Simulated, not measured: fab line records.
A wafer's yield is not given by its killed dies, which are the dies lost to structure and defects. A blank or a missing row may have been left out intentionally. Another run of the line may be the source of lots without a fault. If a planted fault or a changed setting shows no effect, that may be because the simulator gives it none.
Comparing a struck lot with a sound one || flow n5 finfet || 18 out of 1938 route steps
Sound: wafers L444.4, L444.5, L444.6. Struck: wafer L453.2 (L453.4, L453.5, from the same lot, were not struck and are left out); the cause is given at the end.
At each step with rows: each side's tool, then ch and its chambers, then its first start. Under that, the readings that differ: sound wafers || struck wafers || difference of the means || sigmas: that difference in standard deviations of wafers without a fault.
alike: readings with means less than 2 such deviations apart, plus words and numbers identical on both sides. not compared: withheld readings, readings lacking a value on some wafer, bounds such as >300 that could conceal the same value, and numbers that have no deviation in the record and whose values overlap.
A row with sigmas, a row that says differs or no value, or rows on one side alone: a step with any of these is where the two part. Numbers that have no deviation but don't overlap get no sigmas and don't part them. A reading that every wafer of one side lacks parts them only if that side has two wafers or more.

N5_MIM_BOT_DEGAS_01: time 60 s.
  sound: pvd sputter-03 at day 11 22:22; struck: pvd sputter-02 at day 14 03:44
  alike: heater power w
then, 1 step without rows for these wafers: N5_MIM_BOT_SPUTTER_00 (material TiN, target thk 35 nm, time 89.7 s).
N5_MIM_TOP_ALD_00: deposits Al2O3, purge time 3 s, co reactant pulse time 3 s.
  sound on ald hk-03 ch 1,2,3, day 11 22:31; struck on ald hk-03 ch 1, day 14 03:52
  alike: precursor pulse height rel
N5_MIM_TOP_ALD_01: deposits HfO2, target thk 5.6 nm, pulse time 1 s, purge time 3 s.
  sound: ald hk-03 ch 1,2,3; struck: ald hk-03 ch 1
  alike: precursor pulse height rel
N5_MIM_TOP_ALD_02: deposits Al2O3, purge time 3 s, co reactant pulse time 3 s.
  sound: ald hk-03 ch 1,2,3; struck: ald hk-03 ch 1
  alike: precursor pulse height rel
then, 1 step without rows for these wafers: N5_MIM_TOP_DEGAS_04 (time 60 s).
N5_MIM_TOP_SPUTTER_03: material TiN, target thk 35 nm, time 89.7 s.
  sound: pvd sputter-01 at day 11 23:49; struck: pvd sputter-01 at day 14 05:50
  alike: substrate temp c, throttle valve pct
then, 5 steps without rows for these wafers: N5_MIM_TOP_LITHO_HMDS_01 (time 60 s); N5_MIM_TOP_LITHO_COAT_02; N5_MIM_TOP_LITHO_EBR_04; N5_MIM_TOP_LITHO_SOFTBAKE_03 (time 90 s); N5_MIM_TOP_LITHO_EXPOSE_05 (exposes mask MIM TOP, target cd 2000 nm).
N5_MIM_TOP_LITHO_PEB_06:
  sound on litho track-03 ch 0, day 12 00:05; struck on litho track-03 ch 0, day 14 06:14
  alike: exhaust pa
then, 2 steps without rows for these wafers: N5_MIM_TOP_LITHO_DEVELOP_07 (develop time 60 s); N5_MIM_TOP_LITHO_HARDBAKE_09 (time 120 s).
N5_MIM_TOP_LITHO_CD_MEAS_08: target cd 2000 nm.
  sound on cd sem-03 ch 0, day 12 00:12; struck on cd sem-02 ch 0, day 14 06:22
{"reading": "cd nm (nm)", "sound": "1996.8 2000.3 1997.9", "struck": 2011.1, "difference": "+12.8", "sigmas": "+6"}
N5_MIM_TOP_LITHO_OVL_MEAS_11:
  sound on overlay-01 ch 0, day 12 00:14; struck on overlay-01 ch 0, day 14 06:23
  alike: MIM_TOP_OVL
N5_PASSIVATION_PROBE_49:
  sound: prober-01 at day 12 12:10; struck: prober-02 at day 14 18:00
{"reading": "defect limited yield (%)", "sound": "89.1 90.0 87.6", "struck": 92.2, "difference": "+3.3", "sigmas": "+2"}
{"reading": "killed_at_M0_to_M3", "sound": "30 45 55", "struck": 24, "difference": -19, "sigmas": -2}
{"reading": "killed at front end", "sound": "69 43 61", "struck": 35, "difference": -23, "sigmas": -2}
{"reading": "killed at other", "sound": "3 0 3", "struck": 10, "difference": "+8", "sigmas": "+3"}
{"reading": "killed dies", "sound": "129 118 146", "struck": 92, "difference": -39, "sigmas": -2}
{"reading": "killed open", "sound": "77 80 100", "struck": 55, "difference": -31, "sigmas": -3}
{"reading": "sort n pass", "sound": "1051 1062 1034", "struck": 1086, "difference": "+37", "sigmas": "+2"}
{"reading": "sort yield pct (%)", "sound": "89.1 90.0 87.6", "struck": 92.0, "difference": "+3.1", "sigmas": "+2"}
  alike: killed_at_M4_up, killed at contacts, killed short, sort_bin_4_leakage, sort_bin_5_function, sort_bin_6_memory, sort_bin_8_speed

WHERE THEY PART
Earliest at N5_MIM_TOP_LITHO_CD_MEAS_08; latest, in this record, at N5_PASSIVATION_PROBE_49.

WHY: what had been put in by the simulator
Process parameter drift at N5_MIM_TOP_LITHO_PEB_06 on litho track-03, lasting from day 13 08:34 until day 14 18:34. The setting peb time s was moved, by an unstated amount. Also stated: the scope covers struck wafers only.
